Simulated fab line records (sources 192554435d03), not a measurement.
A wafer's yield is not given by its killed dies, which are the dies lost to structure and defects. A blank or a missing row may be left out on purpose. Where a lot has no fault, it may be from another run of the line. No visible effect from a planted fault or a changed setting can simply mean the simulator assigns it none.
The tool behind it: which one?	flow n5-finfet	24 lots with 72 wafers sampled at 5 steps, on a route of 1938 steps

== WHAT EACH GAUGE READ, for each wafer ==
N5_BEOL_M13_THK_MEAS_01. Usual: M13_ILD_THK 840 nm, standard deviation 10.
lot	measured	on	M13_ILD_THK (nm)	flag
L075	day 11 23:55	film-metro-01	833 847 846	
L074	day 12 00:16	film-metro-01	836 837 845	
L076	day 12 01:06	film-metro-01	845 864 844	
L078	day 12 20:28	film-metro-01	828 838 847	
L077	day 13 02:07	film-metro-02	824 839 851	
L079	day 13 18:21	film-metro-01	824 838 826	
L080	day 13 23:55	film-metro-02	826 830 853	
L081	day 14 02:27	film-metro-01	831 828 837	
L082	day 14 09:23	film-metro-02	822 848 839	
L083	day 15 11:10	film-metro-02	829 835 861	
L084	day 16 04:33	film-metro-01	836 841 846	
L085	day 16 05:05	film-metro-01	827 844 844	
L088	day 16 05:53	film-metro-01	820 842 839	
L086	day 16 13:19	film-metro-02	825 828 839	
L087	day 16 17:40	film-metro-02	852 837 856	
L089	day 16 20:46	film-metro-02	844 839 858	
L092	day 16 23:38	film-metro-02	828 828 847	
L090	day 17 03:01	film-metro-01	849 860 857	
L091	day 17 06:41	film-metro-02	829 830 851	
L094	day 17 12:05	film-metro-01	836 828 845	
L093	day 17 12:28	film-metro-02	820 831 839	
L096	day 18 04:27	film-metro-02	834 841 855	
L095	day 18 07:07	film-metro-02	843 841 852	
L097	day 19 04:29	film-metro-01	828 829 841	

N5_BEOL_M13_OCD_MEAS_35. Usual: trench-depth-nm at 412 nm, with a standard deviation of 7.4.
lot	measured	on	trench-depth-nm (nm)	flag
L075	day 12 02:19	ocd-01	405 397 406	
L074	day 12 02:28	ocd-02	418 423 423	
L076	day 12 03:08	ocd-01	415 424 422	
L078	day 12 22:40	ocd-01	418 420 412	
L077	day 13 04:11	ocd-02	414 418 412	
L079	day 13 20:23	ocd-02	405 415 412	
L080	day 14 02:11	ocd-02	408 419 415	
L081	day 14 04:22	ocd-01	420 404 405	
L082	day 14 11:26	ocd-02	416 419 415	
L083	day 15 13:13	ocd-02	412 410 414	
L084	day 16 06:29	ocd-02	402 400 400	
L085	day 16 07:07	ocd-01	405 403 403	
L088	day 16 07:48	ocd-01	404 404 404	
L086	day 16 15:22	ocd-02	416 413 417	
L087	day 16 20:28	ocd-01	416 416 414	
L089	day 16 22:55	ocd-01	415 418 408	
L092	day 17 01:52	ocd-01	397 417 400	
L090	day 17 06:09	ocd-01	404 415 399	
L091	day 17 09:57	ocd-01	426 423 421	
L094	day 17 14:57	ocd-02	415 422 416	
L093	day 17 15:02	ocd-01	401 417 405	
L096	day 18 06:29	ocd-02	417 414 421	
L095	day 18 09:10	ocd-01	409 404 415	
L097	day 19 06:33	ocd-02	426 414 408	

== EACH LOT AND THE TOOL THAT RAN IT (in order: tool; ch and the chambers of the sampled wafers; start) ==
lot	N5_BEOL_M12_DESCUM_15	N5_BEOL_M12_ANNEAL_48	N5_BEOL_M13_DESCUM_15
L075	rie-diel-01 ch 0,3, day 11 16:39	rtp-anneal-01 ch 0, day 11 23:01	rie-diel-05 ch 1,3, day 12 00:39
L074	rie-diel-01 ch 0,1,3, day 11 18:14	rtp-anneal-02 ch 0, day 11 23:22	rie-diel-03 ch 0,1,3, day 12 00:46
L076	rie-diel-04 ch 1,2,3, day 11 19:31	rtp-anneal-02 ch 0, day 12 00:15	rie-diel-05 ch 0,2, day 12 01:37
L078	rie-diel-01 ch 1,3, day 12 17:00	rtp-anneal-01 ch 0, day 12 19:31	rie-diel-03 ch 0,1, day 12 20:59
L077	rie-diel-01 ch 2,3, day 12 21:08	rtp-anneal-02 ch 0, day 13 01:11	rie-diel-02 ch 0,1,3, day 13 02:38
L079	rie-diel-06 ch 0,1,2, day 13 15:06	rtp-anneal-02 ch 0, day 13 17:25	rie-diel-02 ch 0,1,2, day 13 18:45
L080	rie-diel-04 ch 0,1,3, day 13 19:21	rtp-anneal-02 ch 0, day 13 22:59	rie-diel-03 ch 0,2,3, day 14 00:19
L081	rie-diel-04 ch 0,2,3, day 13 20:58	rtp-anneal-02 ch 0, day 14 01:33	rie-diel-02 ch 0,1,2, day 14 02:50
L082	rie-diel-04 ch 2,3, day 14 05:14	rtp-anneal-02 ch 0, day 14 08:26	rie-diel-05 ch 1,2,3, day 14 09:54
L083	rie-diel-04 ch 0,3, day 15 06:22	rtp-anneal-02 ch 0, day 15 10:12	rie-diel-05 ch 1,2, day 15 11:34
L084	rie-diel-06 ch 0,2,3, day 16 00:32	rtp-anneal-01 ch 0, day 16 03:43	rie-diel-05 ch 0,1,2, day 16 04:56
L085	rie-diel-06 ch 0,2,3, day 16 00:56	rtp-anneal-02 ch 0, day 16 04:13	rie-diel-02 ch 1,2,3, day 16 05:36
L088	rie-diel-01 ch 2,3, day 16 02:05	rtp-anneal-02 ch 0, day 16 04:56	rie-diel-03 ch 2,3, day 16 06:17
L086	rie-diel-01 ch 0,3, day 16 09:40	rtp-anneal-02 ch 0, day 16 12:23	rie-diel-03 ch 1,3, day 16 13:43
L087	rie-diel-06 ch 0,1,3, day 16 11:16	rtp-anneal-02 ch 0, day 16 16:38	rie-diel-03 ch 0,2,3, day 16 18:49
L089	rie-diel-04 ch 0,2,3, day 16 14:13	rtp-anneal-02 ch 0, day 16 19:52	rie-diel-03 ch 0,1,3, day 16 21:09
L092	rie-diel-04 ch 2,3, day 16 16:48	rtp-anneal-02 ch 0, day 16 22:47	rie-diel-05 ch 0,3, day 17 00:01
L090	rie-diel-01 ch 0,1,3, day 16 23:28	rtp-anneal-01 ch 0, day 17 02:13	rie-diel-03 ch 1,2, day 17 03:25
L091	rie-diel-06 ch 0,1, day 17 01:15	rtp-anneal-02 ch 0, day 17 05:47	rie-diel-02 ch 1,2, day 17 08:10
L094	rie-diel-01 ch 0,2,3, day 17 07:29	rtp-anneal-01 ch 0, day 17 11:09	rie-diel-05 ch 0,1,3, day 17 12:36
L093	rie-diel-06 ch 1,2,3, day 17 08:51	rtp-anneal-02 ch 0, day 17 11:31	rie-diel-02 ch 0,1,2, day 17 13:03
L096	rie-diel-04 ch 1,2,3, day 17 15:28	rtp-anneal-01 ch 0, day 18 03:31	rie-diel-05 ch 1,2,3, day 18 04:58
L095	rie-diel-06 ch 0,2,3, day 17 17:58	rtp-anneal-02 ch 0, day 18 06:14	rie-diel-02 ch 0,1, day 18 07:31
L097	rie-diel-04 ch 0,1,2, day 18 22:56	rtp-anneal-01 ch 0, day 19 03:30	rie-diel-05 ch 1,2,3, day 19 05:02
- N5_BEOL_M12_DESCUM_15: chemistry O2, time 7.9 s.
- N5_BEOL_M12_ANNEAL_48: time 90 s.
- N5_BEOL_M13_DESCUM_15: chemistry O2, time 7.9 s.

== WHAT THE TOOLS THEMSELVES READ (means of the sampled wafers that have a number; where no wafer has one, the mark that the record gives instead) ==
N5_BEOL_M12_DESCUM_15. Usual: drypump-motor-current-A 5.6 A, standard deviation 0.37; oes-product-au 0.83 a.u., standard deviation 0.068; rf-vpp-V 243.7 V, standard deviation 1; showerhead-plenum-p-Torr 2.14 Torr, standard deviation 0.045; temp-c 40.00 C, standard deviation 0.11; throttle-valve-pct 20.22 %, standard deviation 0.25.
lot	tool	drypump-motor-current-A (A)	oes-product-au (a.u.)	rf-vpp-V (V)	showerhead-plenum-p-Torr (Torr)	temp-c (C)	throttle-valve-pct (%)	flag
L075	rie-diel-01	5.7	0.86	244.7	2.19	39.97	20.05	
L074	rie-diel-01	5.5	0.81	243.7	2.16	39.92	20.22	
L076	rie-diel-04	5.9	0.76	242.9	2.14	40.04	20.56	
L078	rie-diel-01	5.3	0.80	243.9	2.13	40.07	20.27	
L077	rie-diel-01	5.7	0.80	243.8	2.17	40.06	20.15	
L079	rie-diel-06	5.5	0.85	243.6	2.12	39.91	20.18	
L080	rie-diel-04	5.9	0.81	243.6	2.15	40.04	20.40	
L081	rie-diel-04	5.8	0.81	243.7	2.12	40.00	20.30	
L082	rie-diel-04	5.8	0.74	243.0	2.10	40.04	20.49	
L083	rie-diel-04	5.9	0.85	243.4	2.14	39.92	20.12	
L084	rie-diel-06	5.2	0.88	243.4	2.16	40.06	20.00	
L085	rie-diel-06	5.2	0.87	243.9	2.16	40.03	20.00	
L088	rie-diel-01	5.4	0.79	244.2	2.14	39.99	20.19	
L086	rie-diel-01	5.5	0.82	243.1	2.14	39.96	20.14	
L087	rie-diel-06	5.2	0.84	243.0	2.15	40.02	20.21	
L089	rie-diel-04	5.8	0.86	243.5	2.11	40.02	20.21	
L092	rie-diel-04	5.7	0.89	243.4	2.09	39.93	20.27	
L090	rie-diel-01	5.5	0.85	244.0	2.15	40.02	20.14	
L091	rie-diel-06	5.3	0.81	243.3	2.11	39.98	20.19	
L094	rie-diel-01	5.7	0.78	243.8	2.16	39.98	20.16	
L093	rie-diel-06	5.3	0.82	244.7	2.15	39.96	20.26	
L096	rie-diel-04	5.9	0.88	242.9	2.12	40.02	20.40	
L095	rie-diel-06	5.2	0.85	244.8	2.15	39.99	20.01	
L097	rie-diel-04	6.0	0.88	243.5	2.11	39.96	20.39	

N5_BEOL_M12_ANNEAL_48. Usual: anneal-temp-c-max 226.4, standard deviation 0.45; wafer_temp_C_max 226.4, standard deviation 0.41.
lot	tool	anneal-temp-c-max	wafer_temp_C_max	flag
L075	rtp-anneal-01	226.9	225.7	
L074	rtp-anneal-02	226.4	226.5	
L076	rtp-anneal-02	225.9	226.3	
L078	rtp-anneal-01	227.2	226.2	
L077	rtp-anneal-02	226.0	226.8	
L079	rtp-anneal-02	226.6	226.9	
L080	rtp-anneal-02	226.1	226.1	
L081	rtp-anneal-02	226.1	226.5	
L082	rtp-anneal-02	225.9	226.4	
L083	rtp-anneal-02	226.3	226.7	
L084	rtp-anneal-01	226.9	225.8	
L085	rtp-anneal-02	226.0	226.5	
L088	rtp-anneal-02	226.2	226.7	
L086	rtp-anneal-02	226.4	226.3	
L087	rtp-anneal-02	226.3	226.9	
L089	rtp-anneal-02	226.4	226.8	
L092	rtp-anneal-02	226.5	226.3	
L090	rtp-anneal-01	227.0	226.1	
L091	rtp-anneal-02	226.3	226.5	
L094	rtp-anneal-01	227.0	226.2	
L093	rtp-anneal-02	226.2	226.5	
L096	rtp-anneal-01	226.9	226.0	
L095	rtp-anneal-02	226.2	226.9	
L097	rtp-anneal-01	227.4	226.3	

N5_BEOL_M13_DESCUM_15. Usual: drypump-motor-current-A 5.6 A, standard deviation 0.48; oes-product-au 0.84 a.u., standard deviation 0.098; rf-vpp-V 243.6 V, standard deviation 1.4; showerhead-plenum-p-Torr 2.12 Torr, standard deviation 0.077; temp-c 40.01 C, standard deviation 0.1; throttle-valve-pct 20.23 %, standard deviation 0.25.
lot	tool	drypump-motor-current-A (A)	oes-product-au (a.u.)	rf-vpp-V (V)	showerhead-plenum-p-Torr (Torr)	temp-c (C)	throttle-valve-pct (%)	flag
L075	rie-diel-05	5.1	0.73	244.6	2.16	39.97	20.32	
L074	rie-diel-03	5.5	0.81	244.1	2.10	39.97	20.17	
L076	rie-diel-05	5.6	0.96	244.1	2.20	40.10	20.37	
L078	rie-diel-03	5.5	0.77	243.6	2.11	39.99	20.26	
L077	rie-diel-02	5.8	0.80	242.8	2.05	40.03	20.28	
L079	rie-diel-02	5.7	0.79	243.3	2.11	40.04	20.25	
L080	rie-diel-03	5.3	0.81	244.4	2.12	39.90	20.18	
L081	rie-diel-02	5.7	0.80	242.6	2.11	39.94	20.26	
L082	rie-diel-05	5.3	0.91	244.7	2.19	40.05	20.21	
L083	rie-diel-05	5.5	0.88	245.5	2.23	40.09	20.30	
L084	rie-diel-05	5.5	0.87	243.8	2.17	39.90	20.33	
L085	rie-diel-02	6.0	0.70	242.2	2.04	39.98	20.50	
L088	rie-diel-03	5.3	0.82	243.5	2.10	39.99	20.12	
L086	rie-diel-03	6.0	0.82	242.6	2.06	39.93	20.04	
L087	rie-diel-03	5.3	0.89	244.1	2.11	40.06	20.06	
L089	rie-diel-03	5.5	0.86	243.2	2.08	40.07	20.07	
L092	rie-diel-05	5.1	0.90	243.0	2.11	40.07	20.26	
L090	rie-diel-03	6.2	0.86	243.2	2.06	39.92	19.97	
L091	rie-diel-02	6.1	0.70	241.9	2.05	39.97	20.57	
L094	rie-diel-05	5.3	0.86	244.3	2.12	39.99	20.28	
L093	rie-diel-02	5.7	0.76	243.7	2.09	40.04	20.29	
L096	rie-diel-05	5.3	0.86	244.7	2.18	40.07	20.26	
L095	rie-diel-02	5.9	0.77	242.7	2.04	39.93	20.39	
L097	rie-diel-05	5.3	0.85	244.2	2.18	40.02	20.25	

== THE ANSWER, worked out from the rows above alone ==
Rule: a lot counts as off when the mean over its wafers that have a number is more than 3 standard deviations away from the usual mean. Also off: a lot with no number at a reading for which 4 or more lots have one. Where the step has rows for the other lots, those lots are counted as sound. First the gauges in route order, then the tools' own readings, where a lot's mean is used as printed above. At the first step where some lot is off, the reading lying furthest off is the one used; lots without a number count as furthest.
Across all readings shown, no lot is off: no conclusion can be drawn from this.

== WHAT THE SIMULATOR HAD INSERTED ==
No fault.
